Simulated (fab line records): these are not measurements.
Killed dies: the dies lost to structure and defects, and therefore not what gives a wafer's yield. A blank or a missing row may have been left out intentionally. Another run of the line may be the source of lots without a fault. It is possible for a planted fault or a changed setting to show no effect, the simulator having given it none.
8D (eight disciplines) problem report, filled in by code | flow n5Finfet | the parts of the form that need people (team, actions taken, sign-off) are left out

== 1. THE ISSUE ==
Across 6 wafers from 2 lots, GC_FILL_THK at N5_GATE_CUT_THK_MEAS_24 averages 292.9 nm, while fault-free wafers read 220.3 nm with a standard deviation of 1.9. That puts it +38 standard deviations away from the usual mean.
Earliest sighting: wafer L339.2 on filmMetro-02 at day 7 22:36. At this step, 24 wafers from 8 lots have a number in the record. By rule, "out" or "out of limits" means more than 4 standard deviations away from the usual mean. All remaining wafers that have a number are taken as sound.

== 2. WHAT IT IS, AND WHAT IT ISN'T ==
question                    | is                     | is not
which readings at this step | GC_FILL_THK            | -
which lots                  | L339, L341             | L326, L333, L334, L343, L347, L348
which wafers of those lots  | all that have a number | -
read on which gauges        | filmMetro-02           | filmMetro-01
when                        | from day 7 22:36       | up to then (9 sound wafers); but 9 sound wafers of L343, L347, L348 came after

== 3. THE SUSPECTS, EACH WITH WHAT RULES IT OUT ==
Counting: a tool at any process step up to the reading remains a suspect when it ran all the lots that are out and ran no sound lot after the first of those.
- the gauge at N5_GATE_CUT_THK_MEAS_24: ruled out. All the wafers that are out were read on filmMetro-02, but those of them that N5_GATE_CUT_HM_OPEN_40 has rows for are out there too, on other tools.
- pecvd-02 at N5_GATE_CUT_HM_DEP_46 (deposits SiO2 from TEOS/O2, target thk 130 nm, time 26.6 s): kept. All lots that are out passed through it, beginning with L339 at day 7 18:46, and no sound lot followed; its final sound lot before that point was L334 at day 6 13:52.
- rieMetal-02 at N5_GATE_CUT_ETCH_47 (etches SiO2 in Cl2/BCl3, target depth 10 nm): kept. It ran every lot that is out, first L339 (day 7 19:49), and no sound lot after that.
- rieMetal-02 at N5_GATE_CUT_VAPOR_ETCH_51 (etches HfO2 in BCl3/Cl2): kept. It ran every lot that is out, first L339 (day 7 19:55), and no sound lot after that.
The count leaves pecvd-02 at N5_GATE_CUT_HM_DEP_46, rieMetal-02 at N5_GATE_CUT_ETCH_47, and rieMetal-02 at N5_GATE_CUT_VAPOR_ETCH_51.

== 4. THE CAUSE (what the simulator had put in) ==
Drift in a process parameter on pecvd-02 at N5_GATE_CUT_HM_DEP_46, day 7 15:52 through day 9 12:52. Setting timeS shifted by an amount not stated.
Counting leaves 3 suspects; this tool is one of them.

== 5. THE EFFECT CHAIN, in route order ==
Each row: a reading where the mean over the struck wafers with a number is more than 3 standard deviations away from the usual. Readings are gone through only where the record gives a usual standard deviation; hours: the median, over the lots, of the time from a lot's start at the first step in this table giving one to that lot's start at this step; sigmas: the change measured in usual standard deviations.
hours | step                    | reading       | usual    | on struck wafers | change | sigmas
0     | N5_GATE_CUT_HM_OPEN_40  | etchRfOnTimeS | 93.8 s   | 145.7            | +51.9  | +32
3     | N5_GATE_CUT_THK_MEAS_24 | GC_FILL_THK   | 220.3 nm | 292.9            | +72.6  | +38
It contains these process steps:
- N5_GATE_CUT_HM_OPEN_40: chemistry C4F6/O2, target SiO2, target depth 139 nm, time 85.1 s.
Later steps that measure or inspect, where all struck wafers having a row at the step show a number for every such reading and not one has moved that far: N5_BEOL_M4_RC_MEAS_101.

== 6. WHAT WOULD HAVE CAUGHT IT SOONER ==
In this record the first reading out of limits at a measuring or inspecting step was taken at day 7 22:36, 7 hours after the fault began at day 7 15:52.
No tool reading at N5_GATE_CUT_HM_DEP_46 that has a usual standard deviation in the record was out on any struck wafer, so an alarm limit of 4 standard deviations on those readings would not have fired.
Among the 2 lots that are out, L341 began N5_GATE_CUT_HM_DEP_46 on pecvd-02 after day 7 22:36. Had the tool been put on hold then, it would have been spared.
